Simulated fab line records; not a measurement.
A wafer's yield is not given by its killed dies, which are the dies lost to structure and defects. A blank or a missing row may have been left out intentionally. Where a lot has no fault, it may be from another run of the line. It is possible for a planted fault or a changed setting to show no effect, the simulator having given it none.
Which tool was responsible?	flow nand_harc	13 lots with 39 wafers sampled at 5 steps, on a route of 1159 steps

WHAT EACH GAUGE READ, for each wafer
NHARC_END_SORT_01. Usual: killed_at_array 26, standard deviation 11; killed_at_other 0.6, standard deviation 1; killed_at_periphery 3.1, standard deviation 2.1; killed_dies 30, standard deviation 11; killed_open 3.4, standard deviation 1.8; killed_short 2.1, standard deviation 1.5.
lot	measured	on	killed_at_array	killed_at_other	killed_at_periphery	killed_dies	killed_open	killed_short	flag
L685	day 21 22:23	prober-02	24 233 21	0 1 0	3 7 1	27 241 22	5 5 3	2 5 0	OFF
L687	day 22 07:33	prober-02	190 14 6	0 0 1	7 4 5	197 18 12	7 2 3	2 3 0	OFF
L692	day 23 12:42	prober-02	18 11 21	6 1 2	3 6 3	27 18 26	4 1 5	2 3 3	

TOOL THAT RAN EACH LOT (tool first, then ch and the chambers of the sampled wafers, then the start)
lot	NHARC_A_SLIT_DEP_23	NHARC_A_SLIT_STRIP_18	NHARC_A_WL_FILL_ETCHBACK_04	NHARC_A_WL_FILL_STRIP_27
L675	pecvd-04 ch 0,1,2, day 14 12:27	rie_diel-03 ch 1,2,3, day 15 07:13 or earlier	rie_metal-01 ch 0,1, day 15 07:13	plasma_asher-01 ch 0,1, day 15 07:36
L678	pecvd-02 ch 0,1,2, day 14 17:37	rie_diel-03 ch 0,1,3, day 15 10:05 or earlier	rie_metal-01 ch 0,1, day 15 10:05	plasma_asher-01 ch 0,1, day 15 10:29
L680	pecvd-04 ch 0,1,2, day 15 00:47	rie_diel-01 ch 1,2, day 15 16:23 or earlier	rie_metal-03 ch 0,1, day 15 16:23	plasma_asher-02 ch 0,1, day 15 16:44
L677	pecvd-01 ch 0,1, day 15 02:13	rie_diel-01 ch 0,1,3, day 15 19:06 or earlier	rie_metal-01 ch 0,1, day 15 19:06	plasma_asher-02 ch 0,1, day 15 19:31
L681	pecvd-02 ch 1,2, day 15 12:10	rie_diel-03 ch 1,2,3, day 16 05:38 or earlier	rie_metal-02 ch 0,1, day 16 05:38	plasma_asher-01 ch 0,1, day 16 06:31
L682	pecvd-02 ch 0,1,2, day 15 23:51	rie_diel-03 ch 0,2,3, day 16 21:48 or earlier	rie_metal-03 ch 0,1, day 16 21:48	plasma_asher-01 ch 1, day 16 22:12
L683	pecvd-02 ch 0,1,2, day 16 07:43	rie_diel-01 ch 0,1,2, day 17 02:28 or earlier	rie_metal-01 ch 0,1, day 17 02:28	plasma_asher-02 ch 0,1, day 17 02:50
L685	pecvd-01 ch 0,1,2, day 16 21:28	rie_diel-01 ch 1,2,3, day 17 15:35 or earlier	rie_metal-03 ch 0, day 17 15:35	plasma_asher-01 ch 0,1, day 17 15:58
L687	pecvd-04 ch 1,2, day 17 08:43	rie_diel-10 ch 0,1,2, day 18 01:59 or earlier	rie_metal-03 ch 0,1, day 18 01:59	plasma_asher-02 ch 0,1, day 18 02:22
L692	pecvd-04 ch 1,2, day 18 19:32	rie_diel-01 ch 1,2, day 19 12:34 or earlier	rie_metal-02 ch 0,1, day 19 12:34	plasma_asher-01 ch 0,1, day 19 13:10
L697	pecvd-01 ch 1,2, day 19 13:04	rie_diel-10 ch 1,3, day 20 15:38 or earlier	rie_metal-02 ch 1, day 20 15:38	plasma_asher-02 ch 0,1, day 20 16:12
L695	pecvd-02 ch 0,1, day 19 13:14	rie_diel-03 ch 0,2,3, day 20 17:59 or earlier	rie_metal-01 ch 0,1, day 20 17:59	plasma_asher-01 ch 0,1, day 20 18:20
L698	pecvd-02 ch 0,1,2, day 20 01:04	rie_diel-03 ch 0,3, day 20 18:26 or earlier	rie_metal-03 ch 0,1, day 20 18:26	plasma_asher-01 ch 0,1, day 20 18:47
- NHARC_A_SLIT_DEP_23: deposits SiON, target thk 100 nm.
- NHARC_A_SLIT_STRIP_18: strips in O2.
- NHARC_A_WL_FILL_ETCHBACK_04: etches the open film in NF3, target depth 60 nm, time 120 s.
- NHARC_A_WL_FILL_STRIP_27: strips in N2/H2, time 20 s.

AS READ BY THE TOOLS THEMSELVES (means over the sampled wafers that have a number; for cases with no such wafer, the mark the record gives instead)
NHARC_A_SLIT_DEP_23. Usual: heater_power_w reads 718 W (standard deviation 65).
lot	tool	heater_power_w (W)	flag
L675	pecvd-04	650	
L678	pecvd-02	672	
L680	pecvd-04	724	
L677	pecvd-01	759	
L681	pecvd-02	697	
L682	pecvd-02	682	
L683	pecvd-02	704	
L685	pecvd-01	795	
L687	pecvd-04	711	
L692	pecvd-04	692	
L697	pecvd-01	837	
L695	pecvd-02	676	
L698	pecvd-02	682	

NHARC_A_SLIT_STRIP_18. Usual: drypump_motor_current_A 5.6 A, standard deviation 0.47; oes_product_au 1.002 a.u., standard deviation 0.0095; rf_vpp_V 57.6 V, standard deviation 0.92; showerhead_plenum_p_Torr 3.47 Torr, standard deviation 0.11; throttle_valve_pct 17.038 %, standard deviation 0.0093.
lot	tool	drypump_motor_current_A (A)	oes_product_au (a.u.)	rf_vpp_V (V)	showerhead_plenum_p_Torr (Torr)	throttle_valve_pct (%)	flag
L675	rie_diel-03	5.5	1.000	57.6	3.36	17.043	
L678	rie_diel-03	5.6	1.001	58.0	3.44	17.042	
L680	rie_diel-01	6.2	1.005	58.1	3.48	17.046	
L677	rie_diel-01	5.4	0.992	57.4	3.47	17.036	
L681	rie_diel-03	5.5	0.998	57.1	3.35	17.033	
L682	rie_diel-03	5.3	1.004	57.3	3.44	17.044	
L683	rie_diel-01	5.7	1.000	57.7	3.50	17.043	
L685	rie_diel-01	5.9	1.002	57.6	3.45	17.038	
L687	rie_diel-10	5.5	1.002	57.9	3.60	17.038	
L692	rie_diel-01	6.2	1.001	57.7	3.47	17.045	
L697	rie_diel-10	5.9	0.995	58.5	3.59	17.024	
L695	rie_diel-03	5.3	1.003	57.9	3.44	17.037	
L698	rie_diel-03	5.4	1.000	58.2	3.52	17.040	

NHARC_A_WL_FILL_ETCHBACK_04. Usual: drypump_motor_current_A 5.62 A, standard deviation 0.23; he_backside_leak_sccm 3.36 sccm, standard deviation 0.27; oes_product_au 1.000 a.u., standard deviation 0.0077.
lot	tool	drypump_motor_current_A (A)	he_backside_leak_sccm (sccm)	oes_product_au (a.u.)	flag
L675	rie_metal-01	5.69	3.34	1.005	
L678	rie_metal-01	5.68	3.33	1.005	
L680	rie_metal-03	5.77	3.49	1.006	
L677	rie_metal-01	5.70	3.30	1.001	
L681	rie_metal-02	5.48	3.36	0.994	
L682	rie_metal-03	5.86	3.33	0.991	
L683	rie_metal-01	5.66	3.11	0.998	
L685	rie_metal-03	5.72	3.44	0.942	OFF
L687	rie_metal-03	5.85	3.20	0.925	OFF
L692	rie_metal-02	5.42	3.45	1.011	
L697	rie_metal-02	5.42	3.27	0.996	
L695	rie_metal-01	5.68	3.35	1.007	
L698	rie_metal-03	5.85	3.41	0.988	

NHARC_A_WL_FILL_STRIP_27. Usual: drypump_motor_current_A 6.22 A, standard deviation 0.091; heater_power_w 329 W, standard deviation 13.
lot	tool	drypump_motor_current_A (A)	heater_power_w (W)	flag
L675	plasma_asher-01	6.16	327	
L678	plasma_asher-01	6.16	313	
L680	plasma_asher-02	6.25	333	
L677	plasma_asher-02	6.32	339	
L681	plasma_asher-01	6.15	324	
L682	plasma_asher-01	6.14	320	
L683	plasma_asher-02	6.26	342	
L685	plasma_asher-01	6.20	321	
L687	plasma_asher-02	6.27	341	
L692	plasma_asher-01	6.21	319	
L697	plasma_asher-02	6.25	337	
L695	plasma_asher-01	6.19	317	
L698	plasma_asher-01	6.18	314	

THE ANSWER, worked out from the rows above alone
Rule: a lot counts as off when the mean over its wafers that have a number is more than 3 standard deviations away from the usual mean. A lot without any number at a reading at which 4 lots or more have one is off too. Any other lot the step has rows for is counted as sound. After the gauges, taken in route order, come the tools' own readings; for these a lot's mean is taken, as printed above. The first step at which some lot is off is used, and at that step the reading that is off furthest; a lot without a number counts as furthest.
Off at NHARC_END_SORT_01 (killed_at_array): L685, L687. Neither off nor sound, because the step has no rows for them: L675, L678, L680, L677, L681, L682, L683, L697, L695, L698.
If a tool, at a process step before that reading, ran all the lots that are off and no sound lot after the first of them, it fits. Not tried: the gauges at NHARC_END_SORT_01; whatever is off there is also off at NHARC_A_WL_FILL_ETCHBACK_04, on other tools, and gauge error can't account for it. NHARC_A_SLIT_STRIP_18 gives no start for some lots, so the hours and the order of its lots are those of NHARC_A_WL_FILL_ETCHBACK_04. One candidate fits, namely rie_metal-03 at NHARC_A_WL_FILL_ETCHBACK_04. It ran no sound lot before its first lot that is off in this sample, so the start can't be narrowed down.

WHAT THE SIMULATOR HAD INSERTED
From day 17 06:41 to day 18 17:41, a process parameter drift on rie_metal-03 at NHARC_A_WL_FILL_ETCHBACK_04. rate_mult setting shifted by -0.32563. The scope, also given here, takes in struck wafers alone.
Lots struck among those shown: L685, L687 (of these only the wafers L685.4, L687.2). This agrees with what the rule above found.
